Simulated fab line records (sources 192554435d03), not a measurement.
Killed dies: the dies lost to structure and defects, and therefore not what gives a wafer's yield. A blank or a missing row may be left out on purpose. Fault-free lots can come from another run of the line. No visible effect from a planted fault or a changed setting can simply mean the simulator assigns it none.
A struck lot beside a sound one + flow n5_finfet + 39 out of 1938 route steps
Sound: the wafers L894.2, L894.4, L894.6. Struck: wafer L885.4 (left out: L885.3, a lot-mate that was not struck); the cause follows at the end.
Order at every step that has rows: each side's tool, ch and its chambers, its first start. Under that, the readings that differ: sound wafers + struck wafers + difference of the means + sigmas: that difference in standard deviations of wafers without a fault.
alike: a reading whose means differ by less than 2 such deviations, as well as words and numbers matching on both sides. not compared: withheld readings; readings where some wafer has no value; bounds like >300 that might hide an equal value; numbers whose values overlap and for which the record gives no deviation.
The two part at a step that has a row with sigmas, a row that says differs or no value, or rows on one side only. Numbers that don't overlap but have no deviation are shown without sigmas and don't part them. A reading that every wafer of one side lacks parts them only if that side has two wafers or more.

first, 9 steps without rows for these wafers: N5_BEOL_M4_ANNEAL_95 (time 240 s); N5_BEOL_M4_SPUTTER_96 (material Cu, target thk 4.5 nm, time 8.29 s); N5_BEOL_M4_ECD_50 (material Cu, target thk 300 nm); N5_BEOL_M4_ANNEAL_51 (time 90 s); N5_BEOL_M4_CMP_52 (polishes, stops on SiOC, t overpolish 6.8 s, target thk 40 nm); N5_BEOL_M4_PRE_CLEAN_60 (time 15 s); N5_BEOL_M4_CO_CAP_55 (material Co, precursor CCTBA/H2, target thk 2 nm, time 102.1 s); N5_BEOL_M4_PRE_CLEAN_56 (time 15 s); N5_BEOL_M4_DEP_57 (deposits SiCN from 3MS/NH3, target thk 8 nm, time 14 s).
N5_BEOL_M4_RC_MEAS_101:
  sound on prober-01 ch 0, day 12 12:07; struck on prober-02 ch 0, day 10 07:46
  alike: DIBL_N, DIBL_P, IOFF_N, IOFF_P, ION_N, ION_P, SS_N, SS_P, VT_N, VT_P
then, 24 steps without rows for these wafers: N5_BEOL_M5_ILD_DEP_00 (deposits SiCOH lowk from DEMS/porogen, target thk 140.64 nm, time 25.9 s); N5_BEOL_M5_CURE_79 (cures SiCOH lowk, time 240 s); N5_BEOL_M5_PECVD_70 (deposits SiO2 from TEOS/O2, target thk 16 nm, time 18 s); N5_BEOL_M5_HM_DEP_02 (deposits TiN, target thk 20 nm); N5_BEOL_M5_COAT_59 (time 60 s, resist thk 60 nm); N5_BEOL_M5_COAT_60 (time 60 s, resist thk 12 nm); N5_BEOL_M5_COAT_71 (time 60 s, resist thk 5 nm); N5_BEOL_M5_COAT_05 (resist thk 30 nm); N5_BEOL_M5_EBR_07; N5_BEOL_M5_SOFTBAKE_06 (time 60 s); N5_BEOL_M5_EXPOSE_08 (exposes mask M5, target cd 28 nm); N5_BEOL_M5_PEB_09 (peb time 60 s); N5_BEOL_M5_DEVELOP_10 (develop time 30 s); N5_BEOL_M5_DESCUM_16 (chemistry O2, time 7 s); N5_BEOL_M5_ETCH_72 (etches underlayer in N2/H2, target depth 6.5 nm, time 5.2 s); N5_BEOL_M5_ETCH_61 (etches SiARC in CF4, target depth 15.6 nm, time 26 s); N5_BEOL_M5_ETCH_62 (etches SOC in N2/H2, target depth 75 nm, overetch 15 nm, time 112.5 s); N5_BEOL_M5_STRIP_63 (strips in N2/H2); N5_BEOL_M5_STRIP_73 (strips in N2/H2); N5_BEOL_M5_STRIP_64 (strips in CF4); N5_BEOL_M5_HM_OPEN_17 (chemistry Cl2/BCl3, target TiN, target depth 20 nm, overetch 6 nm); N5_BEOL_M5_STRIP_19 (strips in O2); N5_BEOL_M5_COAT_65 (time 60 s, resist thk 60 nm); N5_BEOL_M5_COAT_66 (time 60 s, resist thk 12 nm).
N5_BEOL_M6_HM_DEP_02: deposits TiN, target thk 20 nm.
  sound on pvd_sputter-01, day 13 04:07; struck on pvd_sputter-03, day 11 01:19
| reading                                    | sound          | struck | difference | sigmas |
|--------------------------------------------|----------------|--------|------------|--------|
| model.TiN_of_BEOL_M6_HM_DEP_02.thk_nm (nm) | 19.6 19.8 19.8 | 27     | +7         |        |
  alike: throttle_valve_pct
N5_BEOL_M6_HM_OPEN_17: chemistry Cl2/BCl3, target TiN, target depth 20 nm, overetch 6 nm.
  sound on rie_metal-02 ch 0,1, day 13 05:08; struck on rie_metal-03 ch 1, day 11 02:25
| reading                  | sound             | struck | difference | sigmas |
|--------------------------|-------------------|--------|------------|--------|
| throttle_valve_pct (%)   | 22.39 22.38 22.12 | 21.86  | -0.44      | -2     |
| model.etch.depth_nm (nm) | 19.67 19.79 19.8  | 25.29  | +5.54      |        |
  alike: bcl3_flow_sccm, drypump_motor_current_A, mfc_cl2_sccm, oes_product_au
  not compared: rf_hours_counter_h
N5_BEOL_M6_TRENCH_ETCH_37: etches SiCOH lowk in C4F6/O2, target depth 94.435 nm, time 31.5 s.
  sound: rie_diel-01 ch 1,2; struck: rie_diel-06 ch 3
| reading                                    | sound    | struck | difference | sigmas |
|--------------------------------------------|----------|--------|------------|--------|
| model.TiN_of_BEOL_M6_HM_DEP_02.thk_nm (nm) | 17 17 17 | 24.2   | +7.2       |        |
  alike: drypump_motor_current_A, oes_product_au, rf_vpp_V, showerhead_plenum_p_Torr, throttle_valve_pct
  not compared: rf_hours_counter_h
N5_BEOL_M6_OCD_MEAS_38:
  sound on ocd-02, day 13 06:52; struck on ocd-01, day 11 04:15
| reading              | sound          | struck | difference | sigmas |
|----------------------|----------------|--------|------------|--------|
| trench_depth_nm (nm) | 94.3 96.1 97.0 | 75.2   | -20.6      | -17    |
-- record jumps: 4 days separate the struck wafers' starts on either side; left off in module BEOL_M6, taken up again in module PASSIVATION, whose first shown step is the route's number 1936 --
N5_PASSIVATION_PROBE_49:
  sound on prober-01, day 17 07:01; struck on prober-02, day 14 22:49
| reading                  | sound          | struck | difference | sigmas |
|--------------------------|----------------|--------|------------|--------|
| defect_limited_yield (%) | 91.2 90.6 90.2 | 71.9   | -18.8      | -13    |
| killed_at_M4_up          | 18 19 20       | 254    | +235       | +42    |
| killed_dies              | 104 111 116    | 331    | +221       | +13    |
| killed_on_rim            | 15 15 18       | 98     | +82        | +23    |
| sort_bin_5_function (%)  | 5.3 5.3 6.0    | 25.0   | +19.5      | +22    |
| sort_n_pass              | 1076 1069 1064 | 849    | -221       | -13    |
| sort_yield_pct (%)       | 91.2 90.6 90.2 | 71.9   | -18.8      | -13    |
  alike: killed_at_M0_to_M3, killed_at_contacts, killed_at_front_end, killed_at_other, killed_open, killed_short, sort_bin_6_memory

## WHERE THEY PART
First at N5_BEOL_M6_HM_OPEN_17; last, within this record, at N5_PASSIVATION_PROBE_49.

WHY: what had been put in by the simulator
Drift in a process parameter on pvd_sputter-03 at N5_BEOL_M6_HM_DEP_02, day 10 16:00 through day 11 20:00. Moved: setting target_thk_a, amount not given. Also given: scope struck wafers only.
